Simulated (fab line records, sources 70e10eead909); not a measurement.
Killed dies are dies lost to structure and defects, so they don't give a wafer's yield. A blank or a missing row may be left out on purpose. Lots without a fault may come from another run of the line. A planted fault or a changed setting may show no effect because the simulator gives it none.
A struck lot beside a sound one | flow nand_harc | 14 steps out of a route of 1159
Sound: wafers L385.1, L385.5, L385.6. Struck: wafers L396.2, L396.3, L396.5. The cause comes at the end.
At each step with rows: each side's tool, then ch and its chambers, then its first start. Under that, the readings that differ: sound wafers | struck wafers | difference of the means | sigmas: that difference in standard deviations of wafers without a fault.
alike: readings whose means differ by less than 2 such deviations, and words and numbers that are the same on both sides. not compared: withheld readings, readings that some wafer has no value for, bounds like >300 that may hide the same value, and numbers for which the record gives no deviation and whose values overlap.
The two part at a step that has a row with sigmas, a row that says differs or no value, or rows on one side only. Numbers that don't overlap but have no deviation are shown without sigmas and don't part them. A reading that every wafer of one side lacks parts them only if that side has two wafers or more.

NHARC_P_M1_CMP_23: polishes, t overpolish 20 s, target thk 157.82 nm.
  sound on cmp-02 ch 0,3, day 6 22:54; struck on cmp-04 ch 1,2, day 9 08:07
  alike: motor_current_A, slurry_flow_ml_min, time_to_endpoint_s
NHARC_P_M1_THK_MEAS_24: measures by xrf.
  sound on film_metro-01, day 6 23:11; struck on film_metro-02, day 9 08:26
  alike: thk_nm
then, 1 step without rows for these wafers: NHARC_P_M1_SRD_25.
NHARC_P_M1_INSPECT_27:
  sound on defect_inspect-01, day 6 23:20; struck on defect_inspect-02, day 9 08:35
  alike: raw_defect_count
NHARC_P_M1_PRE_CLEAN_32: time 12 s.
  sound on pecvd-04 ch 0,2, day 6 23:25; struck on pecvd-02 ch 0,1, day 9 08:46
  alike: heater_power_outer_w, heater_power_w
NHARC_P_M1_DEP_33: deposits SiCN, target thk 30 nm.
  sound on pecvd-04 ch 0,2, day 6 23:32; struck on pecvd-02 ch 0,1, day 9 08:52
  alike: chamber_pressure_Torr, heater_power_outer_w, heater_power_w
then, 5 steps without rows for these wafers: NHARC_P_M2_DEP_00 (deposits SiOC, target thk 182.5 nm); NHARC_P_M2_DEHYDRATE_01 (time 120 s); NHARC_P_M2_HMDS_02 (time 30 s); NHARC_P_M2_COAT_34 (time 65 s); NHARC_P_M2_COAT_03 (resist thk 90 nm).
NHARC_P_M2_SOFTBAKE_04: time 55 s.
  sound on litho_track-06 ch 0, day 7 00:00; struck on litho_track-06 ch 0, day 9 09:00
  reading                  | sound                | struck               | difference | sigmas
  heater_power_total_W (W) | 188.42 188.32 188.47 | 212.95 212.47 212.48 | +24.23     | +99 or more
then, 1 step without rows for these wafers: NHARC_P_M2_EBR_05.
-- the record jumps here: 13 days lie between the struck wafers' starts before and after (it left off in module P_M2 and takes up again in module END, whose first step shown is number 1159 of the route) --
NHARC_END_SORT_01:
  the record has rows for the struck wafers here (prober-02 ch 0, day 22 10:44) and none for the sound ones

WHERE THEY PART
First at NHARC_P_M2_SOFTBAKE_04; last, within this record, at NHARC_END_SORT_01.

WHY: what the simulator had put in
Process parameter drift: litho_track-06, from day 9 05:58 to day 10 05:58, at NHARC_P_M2_SOFTBAKE_04. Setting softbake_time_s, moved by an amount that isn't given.
